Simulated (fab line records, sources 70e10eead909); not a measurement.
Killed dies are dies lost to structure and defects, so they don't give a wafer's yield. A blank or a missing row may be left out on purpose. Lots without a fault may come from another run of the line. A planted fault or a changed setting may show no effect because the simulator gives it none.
Which tool did it? | flow nand_harc | 11 lots, 33 wafers sampled, at 5 steps of a route of 1159

WHAT THE GAUGES READ, wafer by wafer
NHARC_A_BONDPAD_CD_MEAS_13. Usual: cd_nm 497.5 nm, standard deviation 2.6.
lot  | measured     | on        | cd_nm (nm)        | flag
L465 | day 19 06:41 | cd_sem-03 | 497.3 500.6 497.3 |
L467 | day 20 02:04 | cd_sem-02 | 496.2 501.2 498.2 |
L466 | day 20 02:29 | cd_sem-01 | 497.3 496.7 497.9 |
L468 | day 20 12:20 | cd_sem-01 | 499.9 499.0 500.4 |
L469 | day 20 16:02 | cd_sem-02 | 496.0 499.2 500.8 |
L472 | day 21 07:38 | cd_sem-02 | 501.6 502.1 502.2 |
L471 | day 21 12:22 | cd_sem-02 | 499.2 499.6 495.8 |
L474 | day 22 08:05 | cd_sem-01 | 495.7 496.2 495.1 |
L480 | day 23 10:49 | cd_sem-01 | 500.8 500.4 500.7 |
L481 | day 23 11:29 | cd_sem-01 | 492.2 495.3 495.4 |
L482 | day 23 21:24 | cd_sem-02 | 503.2 501.3 498.5 |

NHARC_END_SORT_01. Usual: defect_limited_yield 95.4 %, standard deviation 1.8; killed_at_array 28, standard deviation 11; killed_at_other 0.7, standard deviation 0.88; killed_at_periphery 3.1, standard deviation 2.2; killed_dies 31, standard deviation 12; killed_open 3.3, standard deviation 2; killed_short 2.0, standard deviation 1.6; sort_bin_2_pct 1.5 %, standard deviation 0.73; sort_bin_3_pct 0.27 %, standard deviation 0.22; sort_bin_4_pct 2.9 %, standard deviation 1.1; sort_n_pass 646, standard deviation 12; sort_rim_yield_pct 93 %, standard deviation 3.9; sort_yield_pct 95.4 %, standard deviation 1.8.
lot  | measured     | on        | defect_limited_yield (%) | killed_at_array | killed_at_other | killed_at_periphery | killed_dies | killed_open | killed_short | sort_bin_2_pct (%) | sort_bin_3_pct (%) | sort_bin_4_pct (%) | sort_n_pass | sort_rim_yield_pct (%) | sort_yield_pct (%) | flag
L472 | day 22 14:23 | prober-01 | 0 0 0                    | 675 671 675     | 1 0 0           | 1 6 2               | 677 677 677 | 1 5 0       | 2 2 4        | 97.3 96.9 97.5     | 0.59 0.30 0        | 2.1 2.8 2.5        | 0 0 0       | 0 0 0                  | 0 0 0              | OFF
L471 | day 22 22:05 | prober-02 | 0 0 0                    | 671 676 674     | 1 0 0           | 5 1 3               | 677 677 677 | 1 4 6       | 6 0 4        | 96.6 96.2 94.7     | 0.15 0.44 0.30     | 3.2 3.4 5.0        | 0 0 0       | 0 0 0                  | 0 0 0              | OFF
L474 | day 23 17:41 | prober-02 | 0 0 0                    | 675 674 674     | 0 0 0           | 2 3 3               | 677 677 677 | 2 2 1       | 2 3 1        | 98.5 97.5 98.5     | 0.15 0.30 0.30     | 1.3 2.2 1.2        | 0 0 0       | 0 0 0                  | 0 0 0              | OFF

WHICH TOOL RAN EACH LOT (tool, then ch and the chambers of the sampled wafers, then the start)
lot  | NHARC_A_M1_STRIP_18                | NHARC_A_M1_ANNEAL_31             | NHARC_A_BONDPAD_ETCH_34
L465 | rie_diel-08 ch 0,1, day 19 01:47   | rtp_anneal-02 ch 0, day 19 03:13 | rie_diel-02 ch 2,3, day 19 06:27
L467 | rie_diel-04 ch 0,2,3, day 19 21:20 | rtp_anneal-02 ch 0, day 19 22:47 | rie_diel-05 ch 0,1,2, day 20 01:50
L466 | rie_diel-08 ch 1,2, day 19 21:35   | rtp_anneal-01 ch 0, day 19 23:02 | rie_diel-02 ch 0,1,2, day 20 02:16
L468 | rie_diel-04 ch 1,3, day 20 07:28   | rtp_anneal-01 ch 0, day 20 08:58 | rie_diel-07 ch 0,2, day 20 12:06
L469 | rie_diel-13 ch 0,1,2, day 20 11:16 | rtp_anneal-02 ch 0, day 20 12:34 | rie_diel-02 ch 2,3, day 20 15:47
L472 | rie_diel-13 ch 0,1, day 21 02:29   | rtp_anneal-01 ch 0, day 21 04:00 | rie_diel-07 ch 0,1,2, day 21 07:24
L471 | rie_diel-04 ch 0,1, day 21 07:34   | rtp_anneal-01 ch 0, day 21 09:03 | rie_diel-02 ch 1,2,3, day 21 12:07
L474 | rie_diel-08 ch 1,3, day 22 03:10   | rtp_anneal-02 ch 0, day 22 04:40 | rie_diel-05 ch 1,2,3, day 22 07:47
L480 | rie_diel-04 ch 0,2,3, day 23 05:14 | rtp_anneal-01 ch 0, day 23 07:34 | rie_diel-02 ch 2,3, day 23 10:35
L481 | rie_diel-04 ch 1,2,3, day 23 06:19 | rtp_anneal-01 ch 0, day 23 08:08 | rie_diel-05 ch 1,2,3, day 23 11:14
L482 | rie_diel-04 ch 0,2,3, day 23 16:17 | rtp_anneal-02 ch 0, day 23 17:47 | rie_diel-02 ch 0,2,3, day 23 21:11
- NHARC_A_M1_STRIP_18: strips in N2/H2.
- NHARC_A_M1_ANNEAL_31: time 90 s.
- NHARC_A_BONDPAD_ETCH_34: etches the open film in N2/H2, target depth 60 nm, overetch 18 nm, time 65.91 s.

WHAT THE TOOLS THEMSELVES READ (means of the sampled wafers that have a number; where no wafer has one, the mark that the record gives instead)
NHARC_A_M1_STRIP_18. Usual: drypump_motor_current_A 5.6 A, standard deviation 0.51; oes_product_au 1.001 a.u., standard deviation 0.014; rf_fwd_power_W 997 W, standard deviation 3; rf_vpp_V 91.1 V, standard deviation 0.91; showerhead_plenum_p_Torr 2.12 Torr, standard deviation 0.071; throttle_valve_pct 14.171 %, standard deviation 0.0093.
lot  | tool        | drypump_motor_current_A (A) | oes_product_au (a.u.) | rf_fwd_power_W (W) | rf_vpp_V (V) | showerhead_plenum_p_Torr (Torr) | throttle_valve_pct (%) | flag
L465 | rie_diel-08 | 5.1                         | 1.012                 | 1002               | 91.4         | 2.15                            | 14.173                 |
L467 | rie_diel-04 | 5.4                         | 1.016                 | 997                | 91.2         | 2.13                            | 14.166                 |
L466 | rie_diel-08 | 6.2                         | 1.002                 | 998                | 91.2         | 2.11                            | 14.173                 |
L468 | rie_diel-04 | 5.8                         | 0.983                 | 998                | 91.5         | 2.10                            | 14.175                 |
L469 | rie_diel-13 | 5.7                         | 1.011                 | 997                | 91.0         | 2.06                            | 14.160                 |
L472 | rie_diel-13 | 6.1                         | 1.007                 | 997                | 89.9         | 2.04                            | 14.162                 |
L471 | rie_diel-04 | 5.7                         | 0.983                 | 1000               | 91.2         | 2.17                            | 14.165                 |
L474 | rie_diel-08 | 5.6                         | 1.010                 | 996                | 90.5         | 2.13                            | 14.159                 |
L480 | rie_diel-04 | 5.4                         | 1.001                 | 997                | 90.5         | 2.13                            | 14.174                 |
L481 | rie_diel-04 | 5.6                         | 0.986                 | 994                | 90.7         | 2.11                            | 14.172                 |
L482 | rie_diel-04 | 5.4                         | 0.992                 | 996                | 91.4         | 2.13                            | 14.171                 |

NHARC_A_M1_ANNEAL_31. Usual: wafer_temp_C_max 226.1, standard deviation 0.33.
lot  | tool          | wafer_temp_C_max | flag
L465 | rtp_anneal-02 | 225.8            |
L467 | rtp_anneal-02 | 225.9            |
L466 | rtp_anneal-01 | 226.3            |
L468 | rtp_anneal-01 | 226.5            |
L469 | rtp_anneal-02 | 225.6            |
L472 | rtp_anneal-01 | 226.2            |
L471 | rtp_anneal-01 | 225.8            |
L474 | rtp_anneal-02 | 225.6            |
L480 | rtp_anneal-01 | 225.9            |
L481 | rtp_anneal-01 | 226.2            |
L482 | rtp_anneal-02 | 225.8            |

NHARC_A_BONDPAD_ETCH_34. Usual: bias_w 150.0 W, standard deviation 0.44; chamber_pressure_mTorr 29.999 mTorr, standard deviation 0.027; drypump_motor_current_A 5.6 A, standard deviation 0.51; oes_product_au 1.004 a.u., standard deviation 0.019; rf_fwd_power_W 396.6 W, standard deviation 1.2; rf_vpp_V 431 V, standard deviation 3.3; showerhead_plenum_p_Torr 2.08 Torr, standard deviation 0.12; throttle_valve_pct 14.171 %, standard deviation 0.0088.
lot  | tool        | bias_w (W) | chamber_pressure_mTorr (mTorr) | drypump_motor_current_A (A) | oes_product_au (a.u.) | rf_fwd_power_W (W) | rf_vpp_V (V) | showerhead_plenum_p_Torr (Torr) | throttle_valve_pct (%) | flag
L465 | rie_diel-02 | 149.5      | 30.031                         | 5.6                         | 1.023                 | 397.7              | 435          | 2.21                            | 14.177                 |
L467 | rie_diel-05 | 150.2      | 29.969                         | 5.5                         | 1.007                 | 395.8              | 428          | 1.94                            | 14.180                 |
L466 | rie_diel-02 | 150.5      | 29.979                         | 5.8                         | 1.008                 | 396.1              | 432          | 2.09                            | 14.169                 |
L468 | rie_diel-07 | 150.1      | 29.998                         | 5.8                         | 1.016                 | 395.7              | 434          | 2.14                            | 14.164                 |
L469 | rie_diel-02 | 150.0      | 29.980                         | 5.5                         | 1.023                 | 397.4              | 435          | 2.21                            | 14.170                 |
L472 | rie_diel-07 | -          | -                              | -                           | -                     | -                  | -            | -                               | -                      | OFF
L471 | rie_diel-02 | -          | -                              | -                           | -                     | -                  | -            | -                               | -                      | OFF
L474 | rie_diel-05 | -          | -                              | -                           | -                     | -                  | -            | -                               | -                      | OFF
L480 | rie_diel-02 | 150.0      | 30.000                         | 5.4                         | 1.006                 | 397.9              | 434          | 2.20                            | 14.173                 |
L481 | rie_diel-05 | 149.7      | 29.999                         | 5.5                         | 0.983                 | 395.9              | 428          | 1.95                            | 14.164                 |
L482 | rie_diel-02 | 150.1      | 29.984                         | 5.3                         | 1.004                 | 396.3              | 431          | 2.12                            | 14.171                 |

THE ANSWER, worked out from the rows above alone
Rule: a lot is off if the mean of its wafers that have a number lies more than 3 standard deviations from the usual mean. A lot without any number at a reading at which 4 lots or more have one is off too. The other lots that the step has rows for count as sound. The gauges are gone through in route order, then the tools' own readings, and for those a lot's mean is taken as printed above. The first step at which some lot is off is used, and at that step the reading that is off furthest; a lot without a number counts as furthest.
Off: L472, L471, L474, at NHARC_END_SORT_01 (sort_bin_2_pct). Neither off nor sound, because the step has no rows for them: L465, L467, L466, L468, L469, L480, L481, L482.
A tool fits if, at a process step before that reading, it ran every lot that is off, and no sound lot after the first of them. The gauges at NHARC_END_SORT_01 aren't tried: what is off there is off at NHARC_A_BONDPAD_ETCH_34 too, on other tools, and a gauge's error can't cause that. None of those tried fits.

WHAT THE SIMULATOR HAD PUT IN
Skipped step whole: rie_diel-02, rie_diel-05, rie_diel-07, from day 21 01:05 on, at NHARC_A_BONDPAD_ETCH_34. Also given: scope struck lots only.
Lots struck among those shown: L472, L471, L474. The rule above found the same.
